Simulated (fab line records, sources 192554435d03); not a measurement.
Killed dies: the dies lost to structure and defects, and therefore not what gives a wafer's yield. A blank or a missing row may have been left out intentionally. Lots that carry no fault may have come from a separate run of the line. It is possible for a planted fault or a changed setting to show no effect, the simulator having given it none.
Which tool did it?	flow n5 finfet	30 wafers from 10 lots sampled at 5 of the route's 1938 steps

WHAT THE GAUGES READ, wafer by wafer
N5_ILD0_THK_MEAS_08. Usual: thk nm at 138.9 nm, with a standard deviation of 1.
lot	measured	on	thk nm (nm)	flag
L316	day 3 19:28	film metro-01	139.4 138.5 139.9	
L317	day 4 00:16	film metro-01	139.8 139.5 139.7	
L318	day 4 02:14	film metro-01	139.7 139.2 139.9	
L321	day 4 19:38	film metro-02	140.3 139.6 140.6	
L324	day 5 12:37	film metro-02	138.1 139.6 137.9	
L323	day 5 13:57	film metro-01	138.1 139.4 139.0	
L326	day 6 01:58	film metro-02	139.4 139.9 138.8	
L332	day 7 15:09	film metro-02	139.7 141.2 138.7	
L336	day 8 16:41	film metro-02	139.4 138.6 138.9	
L339	day 9 18:09	film metro-02	140.0 140.1 139.8	

N5_SDB_INSPECT_13: inspects for defects (brightfield). Usual: raw defect count at 71, with a standard deviation of 33.
lot	measured	on	raw defect count	flag
L316	day 3 23:15	defect inspect-01	82 63 59	
L317	day 4 04:08	defect inspect-01	86 142 74	
L318	day 4 06:01	defect inspect-02	48 35 29	
L321	day 5 00:30	defect inspect-02	49 44 31	
L324	day 5 16:23	defect inspect-02	162 58 85	
L323	day 5 17:44	defect inspect-01	24 48 34	
L326	day 6 05:37	defect inspect-01	127 116 218	
L332	day 7 18:56	defect inspect-01	53 75 56	
L336	day 8 20:43	defect inspect-02	84 83 17	
L339	day 9 21:58	defect inspect-02	64 97 43	

N5_BEOL_M4_RC_MEAS_101. Usual: DIBL_N 36.3 mV/V, standard deviation 1.9; DIBL_P 36.0 mV/V, standard deviation 2.1; IOFF_N 0.16 nA/um, standard deviation 0.031; IOFF_P 0.21 nA/um, standard deviation 0.035; ION_N 675 uA/um, standard deviation 14; ION_P 464 uA/um, standard deviation 8.5; SS_N 71.5 mV/dec, standard deviation 0.6; SS_P 73.3 mV/dec, standard deviation 0.72; VT_N 250 mV, standard deviation 3.2; VT_P -250 mV, standard deviation 3.1.
lot	measured	on	DIBL_N (mV/V)	DIBL_P (mV/V)	IOFF_N (nA/um)	IOFF_P (nA/um)	ION_N (uA/um)	ION_P (uA/um)	SS_N (mV/dec)	SS_P (mV/dec)	VT_N (mV)	VT_P (mV)	flag
L316	day 7 18:26	prober-02	37.9 38.2 37.5	38.3 39.7 38.2	0.19 0.21 0.19	0.27 0.31 0.27	683 705 688	472 484 470	71.8 71.7 71.7	74.1 74.4 74.0	247 245 245	-245 -244 -246	
L317	day 8 05:31	prober-02	33.9 36.2 35.7	34.2 36.9 35.3	0.12 0.16 0.14	0.18 0.23 0.21	658 668 656	458 462 454	71.0 71.5 70.8	72.4 73.3 72.4	252 250 252	-251 -248 -249	
L318	day 8 06:11	prober-01	33.5 37.7 34.6	31.3 36.1 32.5	0.11 0.17 0.13	0.14 0.20 0.15	649 662 664	443 455 452	70.3 72.0 71.9	72.5 73.5 72.4	254 253 253	-258 -252 -256	
L321	day 9 00:40	prober-01	34.9 33.6 33.5	35.4 34.7 34.3	0.14 0.13 0.14	0.21 0.20 0.21	667 671 681	468 470 480	71.2 71.3 71.0	72.8 72.7 72.3	249 250 249	-248 -248 -247	
L324	day 9 10:14	prober-01	33.6 36.4 35.0	31.7 35.0 34.1	0.10 0.14 0.12	0.16 0.21 0.20	667 675 663	464 462 462	70.8 72.4 70.9	71.8 72.9 72.1	257 252 255	-254 -248 -249	
L323	day 9 15:16	prober-02	39.5 39.9 36.4	38.3 38.0 35.1	0.19 0.22 0.16	0.27 0.27 0.22	675 672 677	465 460 470	72.0 72.6 70.3	73.3 73.2 72.6	249 247 251	-247 -244 -247	
L326	day 9 22:16	prober-01	35.1 34.2 34.3	35.4 34.7 32.9	0.14 0.13 0.11	0.20 0.19 0.15	681 668 656	474 459 449	71.3 71.3 71.3	72.9 73.1 72.6	250 254 259	-250 -251 -254	
L332	day 13 07:18	prober-02	39.3 36.0 36.2	40.2 35.6 36.0	0.22 0.15 0.15	0.29 0.19 0.20	696 694 686	484 475 472	72.3 70.8 71.5	74.4 73.4 73.3	246 249 249	-245 -251 -252	
L336	day 13 01:41	prober-01	35.2 35.7 37.2	36.5 36.8 39.7	0.14 0.16 0.19	0.17 0.18 0.22	678 681 698	458 457 471	70.4 71.7 72.5	72.9 73.2 73.5	248 248 246	-257 -254 -250	
L339	day 15 04:40	prober-01	36.2 36.5 36.9	36.7 36.7 37.3	0.15 0.15 0.16	0.21 0.21 0.21	668 668 665	460 458 457	71.1 70.7 71.4	73.1 73.2 74.1	250 251 251	-249 -248 -250	

EACH LOT AND THE TOOL THAT RAN IT (in order: tool; ch and the chambers of the sampled wafers; start)
lot	N5_ILD0_CMP_07	N5_SDB_DESCUM_16
L316	cmp-01 ch 1,2, day 3 19:10	rie diel-02 ch 0,1, day 3 23:17
L317	cmp-03 ch 1,2,3, day 4 00:01	rie diel-04 ch 0,3, day 4 04:10
L318	cmp-03 ch 0,2,3, day 4 02:01	rie diel-03 ch 0,3, day 4 06:06
L321	cmp-02 ch 1,2, day 4 19:23	rie diel-02 ch 0,1, day 5 00:55
L324	cmp-02 ch 0,1,2, day 5 12:19	rie diel-03 ch 1,2,3, day 5 16:26
L323	cmp-01 ch 0,1, day 5 13:39	rie diel-04 ch 0,1, day 5 17:46
L326	cmp-03 ch 1,2,3, day 6 01:40	rie diel-03 ch 0,2,3, day 6 05:40
L332	cmp-02 ch 0,2,3, day 7 14:51	rie diel-02 ch 2,3, day 7 19:23
L336	cmp-03 ch 1,2, day 8 16:23	rie diel-03 ch 0,1, day 8 22:14
L339	cmp-03 ch 0,2,3, day 9 17:56	rie diel-02 ch 0,1, day 9 21:59
- N5_ILD0_CMP_07: polishes SiO2 flowable, stops on poly-Si, t overpolish 1.18 s, target thk 138.88 nm.
- N5_SDB_DESCUM_16: chemistry O2, time 7.9 s.

AS READ BY THE TOOLS THEMSELVES (means over the sampled wafers that have a number; for cases with no such wafer, the mark the record gives instead)
N5_ILD0_CMP_07. Usual: head pressure psi 4.150 psi, standard deviation 0.0089; motor current A 12.4 A, standard deviation 1.3.
lot	tool	head pressure psi (psi)	motor current A (A)	flag
L316	cmp-01	4.147	13.9	
L317	cmp-03	4.142	13.1	
L318	cmp-03	4.151	12.6	
L321	cmp-02	4.148	11.3	
L324	cmp-02	4.151	11.0	
L323	cmp-01	4.153	13.0	
L326	cmp-03	4.149	13.3	
L332	cmp-02	4.027	11.9	OFF
L336	cmp-03	4.145	13.1	
L339	cmp-03	4.152	12.9	

N5_SDB_DESCUM_16. Usual: drypump motor current A 5.9 A, standard deviation 0.43; oes product au 0.82 a.u., standard deviation 0.093; rf vpp V 243.2 V, standard deviation 1.6; showerhead plenum p Torr 2.10 Torr, standard deviation 0.085; throttle valve pct 20.40 %, standard deviation 0.21.
lot	tool	drypump motor current A (A)	oes product au (a.u.)	rf vpp V (V)	showerhead plenum p Torr (Torr)	throttle valve pct (%)	flag
L316	rie diel-02	6.3	0.75	242.1	2.00	20.53	
L317	rie diel-04	6.0	0.77	243.4	2.07	20.43	
L318	rie diel-03	5.6	0.80	243.4	2.07	20.41	
L321	rie diel-02	6.3	0.74	241.8	2.00	20.54	
L324	rie diel-03	5.5	0.85	243.8	2.15	20.32	
L323	rie diel-04	6.3	0.96	242.2	2.09	20.23	
L326	rie diel-03	5.4	0.77	243.5	2.09	20.34	
L332	rie diel-02	6.1	0.84	243.4	2.17	20.32	
L336	rie diel-03	5.8	0.74	241.4	2.03	20.61	
L339	rie diel-02	6.3	0.83	243.9	2.15	20.34	

THE ANSWER, worked out from the rows above alone
Rule: lot off if the mean of its wafers having a number is beyond 3 standard deviations from the usual mean. A lot without any number at a reading at which 4 lots or more have one is off too. Where the step has rows for the other lots, those lots are counted as sound. The gauges are gone through in route order, then the tools' own readings, and for those a lot's mean is taken as printed above. The first step at which some lot is off is used, and at that step the reading that is off furthest; a lot without a number counts as furthest.
Off: L332, at N5_ILD0_CMP_07 (head pressure psi).
If a tool, at that step or one of the process steps before it, ran each lot that is off and ran no sound lot following the first of them, it fits. One candidate fits, namely cmp-02 at N5_ILD0_CMP_07. A fault onset in the window from L324 (day 5 12:19, its last sound lot) to L332 (day 7 14:51, its first lot off) fits.
The tool's own readings at N5_ILD0_CMP_07 bear it out: on the lots that are off they differ by more than 5 times the standard deviation of the sound lots' means. head pressure psi reads 4.027 psi there against 4.149 psi on the sound lots.

WHAT THE SIMULATOR HAD PUT IN
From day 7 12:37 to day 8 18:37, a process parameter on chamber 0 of cmp-02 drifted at N5_ILD0_CMP_07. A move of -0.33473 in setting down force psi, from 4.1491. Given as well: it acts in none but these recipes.
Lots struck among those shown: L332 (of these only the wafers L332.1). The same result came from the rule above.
